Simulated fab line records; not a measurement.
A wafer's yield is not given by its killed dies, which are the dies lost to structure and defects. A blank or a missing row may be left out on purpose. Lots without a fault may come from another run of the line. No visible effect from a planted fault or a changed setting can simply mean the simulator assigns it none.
fab line records	flow nand_harc	part 1 of 2: steps 1 to 21 of 27
record: lots: 5	wafers: 15	last_day: 33
route steps=1302 shown A_ONON_D1@445 A_CHANNEL_HOLE_D1@450
lots with no fault: from the same line, run without faults
start_h: hours from the record's first day to the start of the lot's first wafer shown	wait_h: how many hours have passed since the lot's step before this one	" as in the row above	L1.1+2: several wafers, shown together as one row	- value missing, or start not given	* or withheld: withheld	< > ~ a bound
route shown NAME@n: names a module that has steps shown in the file, with the first one's number in the route	usual: mean and standard deviation over wafers with no fault	same: alike in all rows	chamber/n: place in a boat	sites: per-site readings	_std_site: their standard deviation	_edge_site: mean of outer sites minus mean of inner sites	radius_mm: for every site, how far away it sits from the centre of the wafer	mask NAME#n: copy n	behind: tool/chamber where the wafer was last shaped	hold: reason for holding the lot/hours on hold/outcome of the hold	device: whichever transistor did not switch (one of n, p or np)	end of line: tests run on the same wafers once the route is complete	step lacking rows: just its recipe	killed: the dies lost at the first sort to structure and to defects; this is not the yield of the wafer	map: dies across one wafer; x = killed, . = not, _ = none there
set.NAME: setting as actually run; set.NAME@STEP: the setting as run at that earlier step	model.NAME: the simulator's own value behind a step, which no gauge read
lots at some steps of the route; a table a step, a row a wafer
services: a tool's chamber out of use, with start hour (start_h, from the record's first day; less than 0 if before it), hours out, and reason
== steps ==
step: NHARC_A_ONON_D1_THK_MEAS_30
recipe: thk_meas_gauge: ellipsometry
usual: thk_nm: 997/10
lot.wafer	tool	chamber	start_h	wait_h	thk_nm
L083.1	film_metro-02	-	267.65	-	992
L083.4	"	-	"	"	992
L083.5	"	-	"	"	993
L085.1	film_metro-01	-	285.54	-	989
L085.4	"	-	"	"	990
L085.5	"	-	"	"	990
L084.2	film_metro-01	-	285.72	-	991
L084.3	"	-	"	"	991
L084.4	"	-	"	"	988
L089.1	film_metro-01	-	316.09	-	989
L089.3	"	-	"	"	990
L089.6	"	-	"	"	990
L096.1	film_metro-01	-	399.87	-	995
L096.4	"	-	"	"	996
L096.6	"	-	"	"	996
step: NHARC_A_ONON_D1_DEP_33
recipe: target_thk_a: 2000	temp_c: 400	pressure_torr: 6.5	rf_w: 900	teos_flow_sccm: 161.4	flow_sccm: 2650	target_thk_nm: 200	gas: O2	material: SiO2
usual: heater_power_w: 549/85	throttle_valve_pct: 15.7/0.61
lot.wafer	tool	chamber	start_h	wait_h	heater_power_w	throttle_valve_pct
L083.1	pecvd-02	0	267.80	0.1	553	15.8
L083.5	"	2	"	"	505	14.9
L083.4	"	0	"	"	545	15.5
L085.1	pecvd-01	1	285.60	0.1	396	15.6
L085.4	"	1	"	"	407	15.4
L085.5	"	1	"	"	424	15.3
L084.3	pecvd-02	2	285.77	0.1	538	14.9
L084.2	"	0	"	"	548	15.5
L084.4	"	2	"	"	552	15.0
L089.1	pecvd-02	2	316.21	0.1	564	14.9
L089.3	"	2	"	"	574	15.0
L089.6	"	0	"	"	467	15.5
L096.1	pecvd-01	1	399.98	0.1	430	15.2
L096.6	"	0	"	"	658	16.2
L096.4	"	2	"	"	571	15.1
step: NHARC_A_ONON_D1_THK_MEAS_34
recipe: thk_meas_gauge: ellipsometry
usual: thk_nm: 200/3.5
lot.wafer	tool	chamber	start_h	wait_h	thk_nm
L083.1	film_metro-02	-	268.12	-	196
L083.4	"	-	"	"	198
L083.5	"	-	"	"	201
L085.1	film_metro-02	-	286.15	0.5	198
L085.4	"	-	"	"	208
L085.5	"	-	"	"	204
L084.2	film_metro-02	-	286.18	-	199
L084.3	"	-	"	"	199
L084.4	"	-	"	"	202
L089.1	film_metro-02	-	316.70	0.4	203
L089.3	"	-	"	"	203
L089.6	"	-	"	"	201
L096.1	film_metro-01	-	400.35	-	204
L096.4	"	-	"	"	204
L096.6	"	-	"	"	207
step: NHARC_A_ONON_D1_INSPECT_32
usual: raw_defect_count: 72/23
lot.wafer	tool	chamber	start_h	wait_h	raw_defect_count
L083.1	defect_inspect-02	-	268.21	0.0	105
L083.4	"	-	"	"	68
L083.5	"	-	"	"	104
L085.1	defect_inspect-02	-	286.21	0.0	81
L085.4	"	-	"	"	92
L085.5	"	-	"	"	82
L084.2	defect_inspect-01	-	286.27	0.0	70
L084.3	"	-	"	"	80
L084.4	"	-	"	"	84
L089.1	defect_inspect-02	-	316.78	0.0	106
L089.3	"	-	"	"	64
L089.6	"	-	"	"	74
L096.1	defect_inspect-01	-	400.41	0.0	54
L096.4	"	-	"	"	46
L096.6	"	-	"	"	53
step: NHARC_A_CHANNEL_HOLE_D1_DEP_00
recipe: target_thk_a: 31000	temp_c: 400	material: aC
usual: throttle_valve_pct: 35.000/0.0096
lot.wafer	tool	chamber	start_h	wait_h	throttle_valve_pct
L083.1	acl_dep-01	0	268.27	0.1	35.008
L083.4	"	0	"	"	35.009
L083.5	"	0	"	"	34.998
L085.1	acl_dep-03	0	287.15	0.9	35.009
L085.4	"	0	"	"	35.000
L085.5	"	0	"	"	34.991
L084.2	acl_dep-01	0	287.66	1.4	34.999
L084.3	"	0	"	"	35.004
L084.4	"	0	"	"	35.003
L089.1	acl_dep-02	0	319.37	2.6	35.000
L089.3	"	0	"	"	34.986
L089.6	"	0	"	"	35.005
L096.1	acl_dep-02	0	400.90	0.5	34.997
L096.4	"	0	"	"	34.991
L096.6	"	0	"	"	34.994
step: NHARC_A_CHANNEL_HOLE_D1_DEP_01
recipe: target_thk_a: 1400	target_thk_nm: 140	temp_c: 400	pressure_torr: 3.5	flow_sccm: 200	rf_w: 350	material: SiON
usual: heater_power_w: 747/85
lot.wafer	tool	chamber	start_h	wait_h	heater_power_w
L083.1	pecvd-03	1	270.20	1.6	743
L083.5	"	0	"	"	778
L083.4	"	1	"	"	734
L085.1	pecvd-01	2	289.07	1.6	918
L085.4	"	2	"	"	925
L085.5	"	1	"	"	675
L084.3	pecvd-04	0	289.29	1.0	580
L084.2	"	2	"	"	702
L084.4	"	1	"	"	774
L089.3	pecvd-03	2	321.32	1.0	751
L089.1	"	1	"	"	801
L089.6	"	1	"	"	819
L096.1	pecvd-04	2	402.90	1.7	806
L096.4	"	1	"	"	697
L096.6	"	2	"	"	823
step: NHARC_A_CHANNEL_HOLE_D1_DEHYDRATE_02
recipe: temp_c: 150	time_s: 120
usual: exhaust_pa: 45.1/0.9	resist_line_temp_C: 22.99/0.12
lot.wafer	tool	chamber	start_h	wait_h	exhaust_pa	resist_line_temp_C
L083.1	litho_track-06	0	270.44	0.2	44.8	22.97
L083.4	"	0	"	"	45.8	22.96
L083.5	"	0	"	"	44.0	22.82
L085.1	litho_track-04	0	289.43	0.3	46.3	22.83
L085.4	"	0	"	"	44.3	22.90
L085.5	"	0	"	"	47.1	23.00
L084.2	litho_track-01	0	289.56	0.2	45.5	22.93
L084.3	"	0	"	"	46.0	22.78
L084.4	"	0	"	"	45.3	22.89
L089.1	litho_track-06	0	321.59	0.2	44.3	23.02
L089.3	"	0	"	"	44.6	23.13
L089.6	"	0	"	"	44.0	23.07
L096.1	litho_track-06	0	403.11	0.2	44.3	22.87
L096.4	"	0	"	"	44.3	23.01
L096.6	"	0	"	"	44.8	22.97
step: NHARC_A_CHANNEL_HOLE_D1_HMDS_03
recipe: time_s: 30
usual: exhaust_pa: 45.0/0.8	resist_line_temp_C: 22.99/0.11
lot.wafer	tool	chamber	start_h	wait_h	exhaust_pa	resist_line_temp_C
L083.1	litho_track-06	0	-	-	45.3	23.10
L083.4	"	0	"	"	45.2	23.03
L083.5	"	0	"	"	46.5	23.03
L085.1	litho_track-04	0	-	-	43.9	22.88
L085.4	"	0	"	"	43.8	22.99
L085.5	"	0	"	"	44.6	23.06
L084.2	litho_track-01	0	-	-	44.4	23.08
L084.3	"	0	"	"	44.6	23.02
L084.4	"	0	"	"	44.9	22.90
L089.1	litho_track-06	0	-	-	45.0	22.81
L089.3	"	0	"	"	44.5	23.11
L089.6	"	0	"	"	44.4	23.09
L096.1	litho_track-06	0	-	-	45.8	23.12
L096.4	"	0	"	"	44.3	23.14
L096.6	"	0	"	"	45.1	23.09
step: NHARC_A_CHANNEL_HOLE_D1_COAT_36
recipe: temp_c: 260	time_s: 75
usual: exhaust_pa: 44.8/0.76	resist_line_temp_C: 23.00/0.098
lot.wafer	tool	chamber	start_h	wait_h	exhaust_pa	resist_line_temp_C
L083.1	litho_track-06	0	-	-	45.5	23.01
L083.4	"	0	"	"	44.1	23.05
L083.5	"	0	"	"	44.6	22.96
L085.1	litho_track-04	0	-	-	45.1	22.99
L085.4	"	0	"	"	44.8	22.99
L085.5	"	0	"	"	45.9	23.10
L084.2	litho_track-01	0	-	-	44.8	23.11
L084.3	"	0	"	"	44.8	22.96
L084.4	"	0	"	"	45.4	22.93
L089.1	litho_track-06	0	-	-	44.1	22.97
L089.3	"	0	"	"	44.1	22.90
L089.6	"	0	"	"	43.7	23.21
L096.1	litho_track-06	0	-	-	44.5	22.96
L096.4	"	0	"	"	46.0	22.74
L096.6	"	0	"	"	46.1	23.14
step: NHARC_A_CHANNEL_HOLE_D1_COAT_37
recipe: temp_c: 225	time_s: 65
usual: exhaust_pa: 45.2/0.8	resist_line_temp_C: 23.00/0.1
lot.wafer	tool	chamber	start_h	wait_h	exhaust_pa	resist_line_temp_C
L083.1	litho_track-06	0	-	-	45.4	23.09
L083.4	"	0	"	"	45.1	23.05
L083.5	"	0	"	"	44.7	22.90
L085.1	litho_track-04	0	-	-	43.8	22.86
L085.4	"	0	"	"	45.2	22.92
L085.5	"	0	"	"	42.8	22.97
L084.2	litho_track-01	0	-	-	45.3	23.09
L084.3	"	0	"	"	45.9	23.02
L084.4	"	0	"	"	45.5	23.04
L089.1	litho_track-06	0	-	-	45.9	22.81
L089.3	"	0	"	"	44.6	22.81
L089.6	"	0	"	"	44.3	22.98
L096.1	litho_track-06	0	-	-	44.8	23.01
L096.4	"	0	"	"	45.4	22.96
L096.6	"	0	"	"	45.4	22.97
step: NHARC_A_CHANNEL_HOLE_D1_COAT_04
recipe: spin_rpm: 1500	resist_thk_nm: 90
usual: exhaust_pa: 45.1/0.94	resist_line_temp_C: 23.01/0.11
lot.wafer	tool	chamber	start_h	wait_h	exhaust_pa	resist_line_temp_C
L083.1	litho_track-06	0	-	-	44.0	22.98
L083.4	"	0	"	"	43.3	22.92
L083.5	"	0	"	"	44.4	22.95
L085.1	litho_track-04	0	-	-	43.8	22.96
L085.4	"	0	"	"	44.4	22.84
L085.5	"	0	"	"	43.7	23.14
L084.2	litho_track-01	0	-	-	46.3	22.84
L084.3	"	0	"	"	44.6	23.09
L084.4	"	0	"	"	46.6	23.10
L089.1	litho_track-06	0	-	-	44.9	22.84
L089.3	"	0	"	"	46.1	23.00
L089.6	"	0	"	"	43.6	23.04
L096.1	litho_track-06	0	-	-	47.0	23.09
L096.4	"	0	"	"	47.0	23.09
L096.6	"	0	"	"	46.7	23.14
step: NHARC_A_CHANNEL_HOLE_D1_SOFTBAKE_05
recipe: temp_c: 105	time_s: 55
usual: exhaust_pa: 45.2/1	resist_line_temp_C: 23.03/0.1
lot.wafer	tool	chamber	start_h	wait_h	exhaust_pa	resist_line_temp_C
L083.1	litho_track-06	0	-	-	43.7	23.14
L083.4	"	0	"	"	44.2	23.13
L083.5	"	0	"	"	43.6	23.06
L085.1	litho_track-04	0	-	-	45.4	22.94
L085.4	"	0	"	"	46.7	22.94
L085.5	"	0	"	"	46.0	22.95
L084.2	litho_track-01	0	-	-	45.7	22.86
L084.3	"	0	"	"	46.0	22.87
L084.4	"	0	"	"	43.9	23.17
L089.1	litho_track-06	0	-	-	46.1	23.11
L089.3	"	0	"	"	46.5	23.19
L089.6	"	0	"	"	45.8	23.20
L096.1	litho_track-06	0	-	-	44.4	23.03
L096.4	"	0	"	"	44.8	22.93
L096.6	"	0	"	"	45.6	23.04
step: NHARC_A_CHANNEL_HOLE_D1_EBR_06
usual: exhaust_pa: 44.9/0.9	resist_line_temp_C: 23.01/0.097
lot.wafer	tool	chamber	start_h	wait_h	exhaust_pa	resist_line_temp_C
L083.1	litho_track-06	0	-	-	46.0	23.08
L083.4	"	0	"	"	44.9	23.07
L083.5	"	0	"	"	45.6	22.95
L085.1	litho_track-04	0	-	-	45.0	23.05
L085.4	"	0	"	"	44.7	23.03
L085.5	"	0	"	"	44.8	23.15
L084.2	litho_track-01	0	-	-	44.1	22.90
L084.3	"	0	"	"	46.3	23.00
L084.4	"	0	"	"	45.7	23.10
L089.1	litho_track-06	0	-	-	45.2	23.01
L089.3	"	0	"	"	44.2	23.05
L089.6	"	0	"	"	44.8	23.09
L096.1	litho_track-06	0	-	-	44.7	23.01
L096.4	"	0	"	"	44.4	22.81
L096.6	"	0	"	"	44.1	23.10
step: NHARC_A_CHANNEL_HOLE_D1_EXPOSE_07
recipe: na: 1.35	target_cd_nm: 100	sigma_outer: 0.3	dose_mj: 59.65	mask_id: HOLE_D1
usual: focus_offset_nm: 0.2/0.53
lot.wafer	tool	chamber	start_h	wait_h	mask	focus_offset_nm
L083.1	arfi_scanner-01	0	270.75	-	HOLE_D1#0	0.3
L083.4	"	0	"	"	HOLE_D1#0	0.7
L083.5	"	0	"	"	HOLE_D1#0	0.3
L085.1	arfi_scanner-01	0	289.61	-	HOLE_D1#0	0.3
L085.4	"	0	"	"	HOLE_D1#0	0.5
L085.5	"	0	"	"	HOLE_D1#0	0.5
L084.2	arfi_scanner-02	0	289.87	-	HOLE_D1#0	0.7
L084.3	"	0	"	"	HOLE_D1#0	0.3
L084.4	"	0	"	"	HOLE_D1#0	0.7
L089.1	arfi_scanner-03	0	321.90	-	HOLE_D1#0	0.9
L089.3	"	0	"	"	HOLE_D1#0	0.3
L089.6	"	0	"	"	HOLE_D1#0	0.2
L096.1	arfi_scanner-03	0	403.29	-	HOLE_D1#0	-0.3
L096.4	"	0	"	"	HOLE_D1#0	0.6
L096.6	"	0	"	"	HOLE_D1#0	-0.2
step: NHARC_A_CHANNEL_HOLE_D1_PEB_08
recipe: peb_temp_c: 100	peb_time_s: 65
usual: exhaust_pa: 44.9/1	resist_line_temp_C: 23.02/0.11
lot.wafer	tool	chamber	start_h	wait_h	exhaust_pa	resist_line_temp_C
L083.1	litho_track-01	0	270.81	0.1	45.0	23.20
L083.4	"	0	"	"	45.4	23.17
L083.5	"	0	"	"	44.6	22.91
L085.1	litho_track-06	0	289.67	0.1	44.7	23.06
L085.4	"	0	"	"	45.7	22.95
L085.5	"	0	"	"	44.1	22.94
L084.2	litho_track-01	0	289.93	0.1	46.4	22.97
L084.3	"	0	"	"	45.6	22.92
L084.4	"	0	"	"	45.2	23.13
L089.1	litho_track-01	0	321.96	0.1	44.2	23.00
L089.3	"	0	"	"	43.6	23.08
L089.6	"	0	"	"	45.0	23.02
L096.1	litho_track-01	0	403.35	0.1	45.3	23.17
L096.4	"	0	"	"	44.0	23.11
L096.6	"	0	"	"	43.1	23.14
step: NHARC_A_CHANNEL_HOLE_D1_DEVELOP_09
recipe: develop_time_s: 35	dev_temp_c: 23
usual: exhaust_pa: 45.1/0.8	resist_line_temp_C: 23.01/0.1
lot.wafer	tool	chamber	start_h	wait_h	exhaust_pa	resist_line_temp_C
L083.1	litho_track-01	0	-	-	44.8	23.05
L083.4	"	0	"	"	44.6	23.08
L083.5	"	0	"	"	44.8	23.05
L085.1	litho_track-06	0	-	-	44.5	23.06
L085.4	"	0	"	"	42.6	22.99
L085.5	"	0	"	"	44.8	22.83
L084.2	litho_track-01	0	-	-	45.8	23.13
L084.3	"	0	"	"	45.6	23.13
L084.4	"	0	"	"	45.8	23.10
L089.1	litho_track-01	0	-	-	45.3	23.05
L089.3	"	0	"	"	45.1	22.91
L089.6	"	0	"	"	46.3	22.91
L096.1	litho_track-01	0	-	-	44.3	22.95
L096.4	"	0	"	"	45.7	22.93
L096.6	"	0	"	"	45.1	23.01
step: NHARC_A_CHANNEL_HOLE_D1_CD_MEAS_10
recipe: target_cd_nm: 100	landing_energy_ev: 500
usual: cd_nm: 100.2/0.57
lot.wafer	tool	chamber	start_h	wait_h	cd_nm
L083.1	cd_sem-01	0	270.89	-	100.0
L083.4	"	0	"	"	101.2
L083.5	"	0	"	"	100.5
L085.1	cd_sem-01	0	289.75	-	99.7
L085.4	"	0	"	"	99.4
L085.5	"	0	"	"	100.9
L084.2	cd_sem-01	0	290.01	-	99.6
L084.3	"	0	"	"	99.6
L084.4	"	0	"	"	100.5
L089.1	cd_sem-03	0	322.04	-	99.4
L089.3	"	0	"	"	99.2
L089.6	"	0	"	"	99.3
L096.1	cd_sem-03	0	403.43	-	99.3
L096.4	"	0	"	"	99.6
L096.6	"	0	"	"	99.7
step: NHARC_A_CHANNEL_HOLE_D1_OVL_MEAS_11
usual: overlay_x_nm: -0.3/0.73	overlay_y_nm: -0.2/0.87
lot.wafer	tool	chamber	start_h	wait_h	overlay_x_nm	overlay_y_nm
L083.1	overlay-01	-	270.97	-	-0.7	-0.7
L083.4	"	-	"	"	-0.9	-0.1
L083.5	"	-	"	"	-0.5	-0.2
L085.1	overlay-01	-	289.84	-	-1.6	-0.4
L085.4	"	-	"	"	-1.1	-1.3
L085.5	"	-	"	"	-1.5	-0.9
L084.2	overlay-01	-	290.10	-	0.6	0.0
L084.3	"	-	"	"	0.6	0.2
L084.4	"	-	"	"	1.0	1.0
L089.1	overlay-01	-	322.13	-	0.3	-0.2
L089.3	"	-	"	"	0.4	0.6
L089.6	"	-	"	"	0.2	0.1
L096.1	overlay-02	-	403.52	-	0.8	0.5
L096.4	"	-	"	"	0.7	-0.5
L096.6	"	-	"	"	1.1	0.2
step: NHARC_A_CHANNEL_HOLE_D1_INSPECT_12
usual: raw_defect_count: 5.6/2.7
lot.wafer	tool	chamber	start_h	wait_h	raw_defect_count
L083.1	defect_inspect-02	-	271.01	0.0	8
L083.4	"	-	"	"	6
L083.5	"	-	"	"	3
L085.1	defect_inspect-02	-	289.88	0.0	4
L085.4	"	-	"	"	8
L085.5	"	-	"	"	7
L084.2	defect_inspect-01	-	290.13	0.0	6
L084.3	"	-	"	"	7
L084.4	"	-	"	"	4
L089.1	defect_inspect-02	-	322.17	0.0	6
L089.3	"	-	"	"	3
L089.6	"	-	"	"	4
L096.1	defect_inspect-01	-	403.56	0.0	6
L096.4	"	-	"	"	4
L096.6	"	-	"	"	3
step: NHARC_A_CHANNEL_HOLE_D1_DESCUM_15
recipe: time_s: 3	o2_flow_sccm: 200	ar_flow_sccm: 0	bias_power_w: 0	chemistry: O2
usual: chamber_pressure_mTorr: 60.01/0.051	drypump_motor_current_A: 5.8/0.46	oes_product_au: 1.006/0.016	rf_vpp_V: 57.8/0.84	showerhead_plenum_p_Torr: 1.94/0.063	throttle_valve_pct: 11.312/0.01
lot.wafer	tool	chamber	start_h	wait_h	chamber_pressure_mTorr	drypump_motor_current_A	oes_product_au	rf_hours_counter_h	rf_vpp_V	showerhead_plenum_p_Torr	throttle_valve_pct
L083.4	rie_diel-11	2	271.09	0.1	59.95	5.4	1.005	1	58.7	2.03	11.297
L083.1	"	3	"	"	59.93	6.2	1.010	1	56.8	1.95	11.321
L083.5	"	1	"	"	59.96	6.3	0.980	-	57.2	1.91	11.336
L085.4	rie_diel-11	2	289.95	0.1	59.97	5.4	1.018	2	58.7	2.03	11.313
L085.1	"	3	"	"	59.90	6.2	1.037	2	58.1	1.95	11.314
L085.5	"	2	"	"	60.03	5.4	1.019	-	57.4	2.03	11.317
L084.3	rie_diel-04	1	290.19	0.1	60.09	5.8	1.011	37	57.2	1.99	11.311
L084.2	"	3	"	"	60.07	5.6	1.001	39	58.7	2.00	11.320
L084.4	"	0	"	"	59.99	5.9	1.006	37	57.6	1.98	11.326
L089.3	rie_diel-13	0	322.24	0.1	60.03	5.3	0.993	46	58.2	1.91	11.340
L089.1	"	2	"	"	60.09	4.9	1.009	50	57.5	1.83	11.320
L089.6	"	3	"	"	60.05	6.0	0.991	-	59.2	1.91	11.308
L096.4	rie_diel-11	1	403.64	0.1	59.97	6.3	0.997	11	58.4	1.90	11.293
L096.1	"	2	"	"	60.07	5.3	1.021	10	57.3	2.03	11.307
L096.6	"	0	"	"	59.99	5.4	1.010	-	58.4	1.86	11.325
step: NHARC_A_CHANNEL_HOLE_D1_ETCH_38
recipe: target_depth_a: 390	over_etch_frac: 0.3	time_s: 65	ion_energy_ev: 80	cf4_flow_sccm: 150	ar_flow_sccm: 0	rf_w: 300	bias_w: 100	chemistry: CF4
usual: chamber_pressure_mTorr: 50.01/0.05	drypump_motor_current_A: 5.8/0.47	oes_product_au: 1.007/0.016	rf_vpp_V: 151.6/1	showerhead_plenum_p_Torr: 1.79/0.056	throttle_valve_pct: 13.282/0.0091
lot.wafer	tool	chamber	start_h	wait_h	chamber_pressure_mTorr	drypump_motor_current_A	oes_product_au	rf_hours_counter_h	rf_vpp_V	showerhead_plenum_p_Torr	throttle_valve_pct
L083.4	rie_diel-11	0	271.16	0.1	49.95	5.3	1.013	1	152.0	1.72	13.295
L083.1	"	1	"	"	49.99	6.3	1.009	1	151.8	1.76	13.264
L083.5	"	0	"	"	49.99	5.3	1.022	-	152.1	1.72	13.274
L085.4	rie_diel-11	1	290.04	0.1	49.95	6.3	0.987	2	150.8	1.76	13.299
L085.1	"	2	"	"	50.05	5.4	1.015	2	152.3	1.87	13.271
L085.5	"	0	"	"	50.08	5.3	1.017	-	150.7	1.72	13.291
L084.2	rie_diel-04	3	290.33	0.1	50.06	5.6	1.023	39	151.5	1.85	13.284
L084.4	"	0	"	"	50.03	5.9	1.019	37	151.6	1.82	13.280
L084.3	"	1	"	"	50.00	5.8	1.022	37	152.1	1.84	13.275
L089.3	rie_diel-13	1	322.31	0.1	50.02	6.5	1.018	47	152.0	1.89	13.289
L089.1	"	2	"	"	50.01	4.9	1.013	50	151.2	1.69	13.287
L089.6	"	2	"	"	49.95	4.9	1.017	-	151.6	1.69	13.285
L096.4	rie_diel-11	0	403.71	0.1	49.97	5.4	0.991	12	150.6	1.72	13.283
L096.1	"	2	"	"	49.99	5.4	1.006	10	152.4	1.86	13.296
L096.6	"	0	"	"	49.98	5.3	0.992	-	152.4	1.72	13.292
